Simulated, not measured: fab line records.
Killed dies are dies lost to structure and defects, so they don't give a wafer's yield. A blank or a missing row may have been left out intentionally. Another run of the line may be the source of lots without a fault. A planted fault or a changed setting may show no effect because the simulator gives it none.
Which of the tools did it? || flow nand-harc || Sampling: 14 lots, 38 wafers, 6 of 1302 route steps

WHAT THE GAUGES READ, wafer by wafer
NHARC_A_ZERO_WELL_CD_MEAS_10 targets a cd of 2000 nm.
{"lot": "L205", "measured": "day 6 14:11", "on": "cd-sem-01", "cd-nm (nm)": "2001.4 1998.6 1999.1"}
{"lot": "L206", "measured": "day 7 05:43", "on": "cd-sem-01", "cd-nm (nm)": "1998.5 2000.4 2001.1"}
{"lot": "L207", "measured": "day 7 09:32", "on": "cd-sem-02", "cd-nm (nm)": "1998.8 2000.6 1998.3"}
{"lot": "L209", "measured": "day 8 09:37", "on": "cd-sem-02", "cd-nm (nm)": "1999.0 1996.6 2000.9"}
{"lot": "L210", "measured": "day 9 03:42", "on": "cd-sem-03", "cd-nm (nm)": "2002.9 2002.8 2002.4"}
{"lot": "L211", "measured": "day 9 06:28", "on": "cd-sem-02", "cd-nm (nm)": "2002.2 1999.8 2003.3"}
{"lot": "L212", "measured": "day 10 00:15", "on": "cd-sem-02", "cd-nm (nm)": "2002.0 1998.6 2003.5"}
{"lot": "L213", "measured": "day 10 01:25", "on": "cd-sem-01", "cd-nm (nm)": "1997.6 1995.9 2001.1"}
{"lot": "L214", "measured": "day 10 07:20", "on": "cd-sem-03", "cd-nm (nm)": "2003.2 2002.1 1997.4"}
{"lot": "L218", "measured": "day 12 19:09", "on": "cd-sem-03", "cd-nm (nm)": "1996.9 2001.2 1998.5"}
{"lot": "L220", "measured": "day 12 20:04", "on": "cd-sem-02", "cd-nm (nm)": 2002.4}
{"lot": "L219", "measured": "day 12 21:55", "on": "cd-sem-01", "cd-nm (nm)": 2000.1}
{"lot": "L227", "measured": "day 15 21:08", "on": "cd-sem-03", "cd-nm (nm)": "1999.8 1996.9 2000.4"}
{"lot": "L228", "measured": "day 16 08:57", "on": "cd-sem-03", "cd-nm (nm)": "2002.0 1999.2 2001.4"}

NHARC_A_ONON_D1_THK_MEAS_08: measures by ellipsometry.
{"lot": "L205", "measured": "day 7 13:31", "on": "film-metro-01", "thk-nm (nm)": "997 1000 998"}
{"lot": "L206", "measured": "day 8 05:02", "on": "film-metro-01", "thk-nm (nm)": "995 994 994"}
{"lot": "L207", "measured": "day 8 08:53", "on": "film-metro-02", "thk-nm (nm)": "997 997 999"}
{"lot": "L209", "measured": "day 9 09:07", "on": "film-metro-02", "thk-nm (nm)": "987 988 986"}
{"lot": "L210", "measured": "day 10 02:19", "on": "film-metro-02", "thk-nm (nm)": "990 989 987"}
{"lot": "L211", "measured": "day 10 08:14", "on": "film-metro-01", "thk-nm (nm)": "1001 1000 999"}
{"lot": "L212", "measured": "day 11 00:56", "on": "film-metro-01", "thk-nm (nm)": "1012 1012 1013"}
{"lot": "L213", "measured": "day 11 01:10", "on": "film-metro-02", "thk-nm (nm)": "1003 1004 1003"}
{"lot": "L214", "measured": "day 11 06:29", "on": "film-metro-01", "thk-nm (nm)": "994 995 993"}
{"lot": "L218", "measured": "day 13 18:14", "on": "film-metro-02", "thk-nm (nm)": "1005 1005 1007"}
{"lot": "L220", "measured": "day 13 18:14", "on": "film-metro-01", "thk-nm (nm)": 999}
{"lot": "L219", "measured": "day 13 21:59", "on": "film-metro-01", "thk-nm (nm)": 1001}
{"lot": "L227", "measured": "day 16 23:43", "on": "film-metro-01", "thk-nm (nm)": "1000 998 997"}
{"lot": "L228", "measured": "day 17 11:16", "on": "film-metro-02", "thk-nm (nm)": "983 985 983"}

NHARC_A_ONON_D1_THK_MEAS_18: measures by ellipsometry.
{"lot": "L205", "measured": "day 7 22:25", "on": "film-metro-01", "thk-nm (nm)": "982 982 983"}
{"lot": "L206", "measured": "day 8 14:46", "on": "film-metro-01", "thk-nm (nm)": "993 993 995"}
{"lot": "L207", "measured": "day 8 14:46", "on": "film-metro-02", "thk-nm (nm)": "997 996 996"}
{"lot": "L209", "measured": "day 9 18:06", "on": "film-metro-01", "thk-nm (nm)": "999 999 999"}
{"lot": "L210", "measured": "day 10 12:01", "on": "film-metro-02", "thk-nm (nm)": "999 998 1000"}
{"lot": "L211", "measured": "day 10 20:11", "on": "film-metro-02", "thk-nm (nm)": "986 986 987"}
{"lot": "L212", "measured": "day 11 10:01", "on": "film-metro-02", "thk-nm (nm)": "1006 1004 1006"}
{"lot": "L213", "measured": "day 11 10:02", "on": "film-metro-01", "thk-nm (nm)": "1015 1015 1013"}
{"lot": "L214", "measured": "day 11 16:32", "on": "film-metro-01", "thk-nm (nm)": "997 997 998"}
{"lot": "L218", "measured": "day 14 07:16", "on": "film-metro-01", "thk-nm (nm)": "1004 1005 1005"}
{"lot": "L220", "measured": "day 14 07:16", "on": "film-metro-02", "thk-nm (nm)": "1557 1557"}
{"lot": "L219", "measured": "day 14 07:38", "on": "film-metro-02", "thk-nm (nm)": "1532 1532"}
{"lot": "L227", "measured": "day 17 09:09", "on": "film-metro-02", "thk-nm (nm)": "997 998 996"}
{"lot": "L228", "measured": "day 17 23:44", "on": "film-metro-02", "thk-nm (nm)": "1006 1006 1005"}

NHARC_END_SORT_01.
{"lot": "L209", "measured": "day 25 20:16", "on": "prober-01", "killed-at-array": "40 51 49", "killed-at-other": "0 0 0", "killed-at-periphery": "4 1 5", "killed-dies": "44 52 54", "killed-open": "4 3 4", "killed-short": "3 2 3"}
{"lot": "L220", "measured": "day 29 22:29", "on": "prober-01", "killed-at-array": 670, "killed-at-other": 0, "killed-at-periphery": 7, "killed-dies": 677, "killed-open": 3, "killed-short": 4}
{"lot": "L219", "measured": "day 29 22:31", "on": "prober-02", "killed-at-array": 676, "killed-at-other": 1, "killed-at-periphery": 0, "killed-dies": 677, "killed-open": 3, "killed-short": 2}

WHICH TOOL RAN EACH LOT (tool, then ch and the chambers of the sampled wafers, then the start)
{"lot": "L205", "NHARC_P_BONDPAD_ACTIVATE_29": "rie-diel-10 ch 2,3, day 6 13:04", "NHARC_A_ONON_D1_DEP_16": "pecvd-onon-01 ch 0, day 7 21:57"}
{"lot": "L206", "NHARC_P_BONDPAD_ACTIVATE_29": "rie-diel-10 ch 1,2,3, day 7 04:28", "NHARC_A_ONON_D1_DEP_16": "pecvd-onon-01 ch 0, day 8 14:15"}
{"lot": "L207", "NHARC_P_BONDPAD_ACTIVATE_29": "rie-diel-09 ch 0,1, day 7 08:17", "NHARC_A_ONON_D1_DEP_16": "pecvd-onon-02 ch 0, day 8 14:19"}
{"lot": "L209", "NHARC_P_BONDPAD_ACTIVATE_29": "rie-diel-08 ch 1,2,3, day 8 08:19", "NHARC_A_ONON_D1_DEP_16": "pecvd-onon-01 ch 0, day 9 17:35"}
{"lot": "L210", "NHARC_P_BONDPAD_ACTIVATE_29": "rie-diel-10 ch 0,3, day 9 02:28", "NHARC_A_ONON_D1_DEP_16": "pecvd-onon-02 ch 0, day 10 11:34"}
{"lot": "L211", "NHARC_P_BONDPAD_ACTIVATE_29": "rie-diel-09 ch 0,3, day 9 05:14", "NHARC_A_ONON_D1_DEP_16": "pecvd-onon-01 ch 0, day 10 19:40"}
{"lot": "L212", "NHARC_P_BONDPAD_ACTIVATE_29": "rie-diel-08 ch 0,1,3, day 9 23:09", "NHARC_A_ONON_D1_DEP_16": "pecvd-onon-01 ch 0, day 11 09:31"}
{"lot": "L213", "NHARC_P_BONDPAD_ACTIVATE_29": "rie-diel-08 ch 0,1, day 10 00:18", "NHARC_A_ONON_D1_DEP_16": "pecvd-onon-02 ch 0, day 11 09:35"}
{"lot": "L214", "NHARC_P_BONDPAD_ACTIVATE_29": "rie-diel-10 ch 0,1,3, day 10 06:05", "NHARC_A_ONON_D1_DEP_16": "pecvd-onon-01 ch 0, day 11 16:01"}
{"lot": "L218", "NHARC_P_BONDPAD_ACTIVATE_29": "rie-diel-10 ch 0,1,2, day 12 17:54", "NHARC_A_ONON_D1_DEP_16": "pecvd-onon-01 ch 0, day 14 06:52"}
{"lot": "L220", "NHARC_P_BONDPAD_ACTIVATE_29": "rie-diel-10 ch 2, day 12 18:50", "NHARC_A_ONON_D1_DEP_16": "pecvd-onon-02 ch 0, day 14 06:59"}
{"lot": "L219", "NHARC_P_BONDPAD_ACTIVATE_29": "rie-diel-09 ch 1, day 12 20:49", "NHARC_A_ONON_D1_DEP_16": "pecvd-onon-02 ch 0, day 14 07:20"}
{"lot": "L227", "NHARC_P_BONDPAD_ACTIVATE_29": "rie-diel-09 ch 0,2,3, day 15 19:52", "NHARC_A_ONON_D1_DEP_16": "pecvd-onon-01 ch 0, day 17 08:41"}
{"lot": "L228", "NHARC_P_BONDPAD_ACTIVATE_29": "rie-diel-08 ch 1,2, day 16 07:50", "NHARC_A_ONON_D1_DEP_16": "pecvd-onon-01 ch 0, day 17 23:20"}
- NHARC_P_BONDPAD_ACTIVATE_29: chemistry N2, time 60 s.
- NHARC_A_ONON_D1_DEP_16: target thk 1000 nm.

AS READ BY THE TOOLS THEMSELVES (means over the sampled wafers that have a number; for cases with no such wafer, the mark the record gives instead)
NHARC_P_BONDPAD_ACTIVATE_29.
{"lot": "L205", "tool": "rie-diel-10", "drypump-motor-current-A (A)": 5.2, "oes-product-au (a.u.)": 1.001, "rf-vpp-V (V)": 64.3, "showerhead-plenum-p-Torr (Torr)": 1.75}
{"lot": "L206", "tool": "rie-diel-10", "drypump-motor-current-A (A)": 5.4, "oes-product-au (a.u.)": 0.989, "rf-vpp-V (V)": 63.5, "showerhead-plenum-p-Torr (Torr)": 1.78}
{"lot": "L207", "tool": "rie-diel-09", "drypump-motor-current-A (A)": 5.7, "oes-product-au (a.u.)": 0.997, "rf-vpp-V (V)": 64.6, "showerhead-plenum-p-Torr (Torr)": 1.73}
{"lot": "L209", "tool": "rie-diel-08", "drypump-motor-current-A (A)": 5.4, "oes-product-au (a.u.)": 1.006, "rf-vpp-V (V)": 64.4, "showerhead-plenum-p-Torr (Torr)": 1.85}
{"lot": "L210", "tool": "rie-diel-10", "drypump-motor-current-A (A)": 5.6, "oes-product-au (a.u.)": 0.999, "rf-vpp-V (V)": 63.9, "showerhead-plenum-p-Torr (Torr)": 1.75}
{"lot": "L211", "tool": "rie-diel-09", "drypump-motor-current-A (A)": 6.1, "oes-product-au (a.u.)": 0.989, "rf-vpp-V (V)": 63.9, "showerhead-plenum-p-Torr (Torr)": 1.73}
{"lot": "L212", "tool": "rie-diel-08", "drypump-motor-current-A (A)": 5.4, "oes-product-au (a.u.)": 1.011, "rf-vpp-V (V)": 63.7, "showerhead-plenum-p-Torr (Torr)": 1.78}
{"lot": "L213", "tool": "rie-diel-08", "drypump-motor-current-A (A)": 5.6, "oes-product-au (a.u.)": 1.009, "rf-vpp-V (V)": 64.5, "showerhead-plenum-p-Torr (Torr)": 1.77}
{"lot": "L214", "tool": "rie-diel-10", "drypump-motor-current-A (A)": 5.6, "oes-product-au (a.u.)": 0.999, "rf-vpp-V (V)": 63.9, "showerhead-plenum-p-Torr (Torr)": 1.81}
{"lot": "L218", "tool": "rie-diel-10", "drypump-motor-current-A (A)": 5.4, "oes-product-au (a.u.)": 1.000, "rf-vpp-V (V)": 64.9, "showerhead-plenum-p-Torr (Torr)": 1.85}
{"lot": "L220", "tool": "rie-diel-10", "drypump-motor-current-A (A)": 5.0, "oes-product-au (a.u.)": 0.978, "rf-vpp-V (V)": 64.6, "showerhead-plenum-p-Torr (Torr)": 1.79}
{"lot": "L219", "tool": "rie-diel-09", "drypump-motor-current-A (A)": 5.2, "oes-product-au (a.u.)": 1.000, "rf-vpp-V (V)": 64.6, "showerhead-plenum-p-Torr (Torr)": 1.81}
{"lot": "L227", "tool": "rie-diel-09", "drypump-motor-current-A (A)": 6.0, "oes-product-au (a.u.)": 1.004, "rf-vpp-V (V)": 63.7, "showerhead-plenum-p-Torr (Torr)": 1.72}
{"lot": "L228", "tool": "rie-diel-08", "drypump-motor-current-A (A)": 5.6, "oes-product-au (a.u.)": 1.014, "rf-vpp-V (V)": 65.0, "showerhead-plenum-p-Torr (Torr)": 1.90}

THE ANSWER, worked out from the rows above alone
Rule: usual is defined by the lots themselves. The widest of any qualifying gaps counts: lots, ordered by their means at a reading, are off when they make up no more than a third of the lots, leave a main group of 4 or more, and stand apart from it by 3 or more times the standard deviation of that group's means. The tables above print the reading to a certain number of digits; a main group whose means all agree to those digits is not used. A lot without any number at a reading at which 4 lots or more have one is off too. Where the step has rows for the other lots, those lots are counted as sound. Order of review: gauges by route order, followed by the tools' own readings, for which a lot's mean as printed above is used. At the first step where some lot is off, the reading lying furthest off is the one used; lots without a number count as furthest.
Off: L220, L219 (NHARC_A_ONON_D1_THK_MEAS_18, thk-nm). The main group: mean 998 nm, standard deviation 8.3.
If a tool, at a process step before that reading, ran all the lots that are off and no sound lot after the first of them, it fits. Gauges at NHARC_A_ONON_D1_THK_MEAS_18: tried the same way as those tools. One fits: NHARC_A_ONON_D1_DEP_16 on pecvd-onon-02. Its last sound lot is L213 (day 11 09:35), its first lot that is off L220 (day 14 06:59): a fault that began between those two fits.

WHAT HAD BEEN PUT IN BY THE SIMULATOR
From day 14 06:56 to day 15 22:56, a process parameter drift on pecvd-onon-02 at NHARC_A_ONON_D1_DEP_16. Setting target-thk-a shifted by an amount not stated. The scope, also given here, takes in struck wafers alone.
Shown lots that were struck: L220, L219. The same result came from the rule above.
